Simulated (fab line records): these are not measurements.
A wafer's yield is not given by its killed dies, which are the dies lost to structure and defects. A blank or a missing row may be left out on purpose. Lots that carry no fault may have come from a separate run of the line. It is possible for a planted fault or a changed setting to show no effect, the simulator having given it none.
Which tool did it? | flow n5 finfet | 11 lots with 33 wafers sampled at 5 steps, on a route of 1938 steps

== WHAT EACH GAUGE READ, for each wafer ==
N5_BEOL_M5_THK_MEAS_01.
lot  | measured     | on            | M5_ILD_THK (nm)
L440 | day 7 16:42  | film metro-01 | 120.5 119.2 120.3
L442 | day 8 02:28  | film metro-02 | 116.4 122.2 121.9
L441 | day 8 04:31  | film metro-02 | 119.4 120.3 119.1
L445 | day 9 06:06  | film metro-01 | 119.5 122.6 123.9
L446 | day 9 13:17  | film metro-01 | 119.4 120.9 122.2
L452 | day 11 03:41 | film metro-02 | 119.2 120.8 121.1
L453 | day 11 09:17 | film metro-01 | 121.2 124.1 121.3
L455 | day 11 23:31 | film metro-01 | 121.0 127.0 128.6
L459 | day 12 11:19 | film metro-02 | 119.1 124.9 127.8
L462 | day 13 20:53 | film metro-02 | 119.2 118.7 121.9
L463 | day 14 00:36 | film metro-01 | 117.6 122.0 123.2

== WHICH TOOL RAN EACH LOT (tool, then ch and the chambers of the sampled wafers, then the start) ==
lot  | N5_BEOL_M4_ANNEAL_91         | N5_BEOL_M4_SPUTTER_94        | N5_BEOL_M4_ANNEAL_51             | N5_BEOL_M5_ILD_DEP_00
L440 | pvd sputter-01, day 7 13:29  | pvd sputter-01, day 7 13:51  | rtp anneal-01 ch 0, day 7 14:16  | pecvd-04 ch 0,1, day 7 16:08
L442 | pvd sputter-01, day 7 22:20  | pvd sputter-01, day 7 22:41  | rtp anneal-01 ch 0, day 7 23:14  | pecvd-04 ch 0,1,2, day 8 01:14
L441 | pvd sputter-03, day 8 01:16  | pvd sputter-03, day 8 01:37  | rtp anneal-02 ch 0, day 8 02:02  | pecvd-02 ch 0,1, day 8 03:56
L445 | pvd sputter-02, day 9 02:17  | pvd sputter-02, day 9 02:38  | rtp anneal-02 ch 0, day 9 03:09  | pecvd-03 ch 0,2, day 9 05:23
L446 | pvd sputter-01, day 9 10:04  | pvd sputter-01, day 9 10:26  | rtp anneal-01 ch 0, day 9 10:51  | pecvd-03 ch 0,1, day 9 12:43
L452 | pvd sputter-03, day 11 00:28 | pvd sputter-03, day 11 00:49 | rtp anneal-02 ch 0, day 11 01:14 | pecvd-02 ch 0,1,2, day 11 03:06
L453 | pvd sputter-01, day 11 05:27 | pvd sputter-01, day 11 05:49 | rtp anneal-02 ch 0, day 11 06:14 | pecvd-02 ch 1,2, day 11 08:06
L455 | pvd sputter-02, day 11 20:15 | pvd sputter-02, day 11 20:37 | rtp anneal-02 ch 0, day 11 21:04 | pecvd-03 ch 0,1,2, day 11 22:56
L459 | pvd sputter-03, day 12 07:55 | pvd sputter-03, day 12 08:17 | rtp anneal-02 ch 0, day 12 08:54 | pecvd-03 ch 0,2, day 12 10:43
L462 | pvd sputter-01, day 13 17:11 | pvd sputter-01, day 13 17:33 | rtp anneal-01 ch 0, day 13 17:58 | pecvd-02 ch 0,1,2, day 13 19:50
L463 | pvd sputter-02, day 13 20:56 | pvd sputter-02, day 13 21:17 | rtp anneal-01 ch 0, day 13 21:48 | pecvd-04 ch 1,2, day 13 23:41
- N5_BEOL_M4_ANNEAL_91: time 240 s.
- N5_BEOL_M4_SPUTTER_94: material Cu, target thk 4.5 nm, time 8.29 s.
- N5_BEOL_M4_ANNEAL_51: time 90 s.
- N5_BEOL_M5_ILD_DEP_00: deposits SiCOH lowk from DEMS/porogen, target thk 140.64 nm, time 25.9 s.

== WHAT THE TOOLS THEMSELVES READ (means of the sampled wafers that have a number; where no wafer has one, the mark that the record gives instead) ==
N5_BEOL_M4_ANNEAL_91.
lot  | tool           | heater power w (W)
L440 | pvd sputter-01 | 1039
L442 | pvd sputter-01 | 925
L441 | pvd sputter-03 | 866
L445 | pvd sputter-02 | 824
L446 | pvd sputter-01 | 917
L452 | pvd sputter-03 | 819
L453 | pvd sputter-01 | 976
L455 | pvd sputter-02 | 892
L459 | pvd sputter-03 | 891
L462 | pvd sputter-01 | 990
L463 | pvd sputter-02 | 981

N5_BEOL_M4_SPUTTER_94.
lot  | tool           | chamber pressure pa (Pa) | throttle valve pct (%)
L440 | pvd sputter-01 | 0.06986                  | 31.2
L442 | pvd sputter-01 | 0.06997                  | 30.6
L441 | pvd sputter-03 | 0.07009                  | 30.3
L445 | pvd sputter-02 | 0.06992                  | 30.9
L446 | pvd sputter-01 | 0.07012                  | 31.0
L452 | pvd sputter-03 | 0.06998                  | 29.3
L453 | pvd sputter-01 | 0.07009                  | 30.9
L455 | pvd sputter-02 | 0.07021                  | 30.0
L459 | pvd sputter-03 | 0.06995                  | 29.7
L462 | pvd sputter-01 | 0.07006                  | 30.5
L463 | pvd sputter-02 | 0.06998                  | 29.9

N5_BEOL_M4_ANNEAL_51.
lot  | tool          | wafer_temp_C_max
L440 | rtp anneal-01 | 225.78
L442 | rtp anneal-01 | 226.09
L441 | rtp anneal-02 | 225.79
L445 | rtp anneal-02 | 226.06
L446 | rtp anneal-01 | 225.96
L452 | rtp anneal-02 | 226.19
L453 | rtp anneal-02 | 226.02
L455 | rtp anneal-02 | 225.80
L459 | rtp anneal-02 | 226.03
L462 | rtp anneal-01 | 225.97
L463 | rtp anneal-01 | 226.05

N5_BEOL_M5_ILD_DEP_00.
lot  | tool     | heater power w (W) | showerhead plenum p Torr (Torr) | throttle valve pct (%)
L440 | pecvd-04 | 342                | 5.726                           | 14.8
L442 | pecvd-04 | 321                | 5.740                           | 13.7
L441 | pecvd-02 | 359                | 5.734                           | 14.7
L445 | pecvd-03 | 252                | 5.735                           | 13.3
L446 | pecvd-03 | 315                | 5.744                           | 14.2
L452 | pecvd-02 | 314                | 5.736                           | 14.1
L453 | pecvd-02 | 277                | 5.737                           | 13.7
L455 | pecvd-03 | 288                | 5.761                           | 13.8
L459 | pecvd-03 | 246                | 5.738                           | 13.5
L462 | pecvd-02 | 321                | 5.747                           | 14.1
L463 | pecvd-04 | 354                | 5.750                           | 13.3

== THE ANSWER, worked out from the rows above alone ==
Rule: usual is defined by the lots themselves. The widest of any qualifying gaps counts: lots, ordered by their means at a reading, are off when they make up no more than a third of the lots, leave a main group of 4 or more, and stand apart from it by 3 or more times the standard deviation of that group's means. Not used: any main group whose means are identical at the precision the tables above print for the reading. A lot without any number at a reading at which 4 lots or more have one is off too. All remaining lots with rows at the step are treated as sound. First the gauges in route order, then the tools' own readings, where a lot's mean is used as printed above. The first step at which some lot is off is used, and at that step the reading that is off furthest; a lot without a number counts as furthest.
Nothing can be told from this: no lot is off at any reading shown.

== WHAT WAS PUT IN BY THE SIMULATOR ==
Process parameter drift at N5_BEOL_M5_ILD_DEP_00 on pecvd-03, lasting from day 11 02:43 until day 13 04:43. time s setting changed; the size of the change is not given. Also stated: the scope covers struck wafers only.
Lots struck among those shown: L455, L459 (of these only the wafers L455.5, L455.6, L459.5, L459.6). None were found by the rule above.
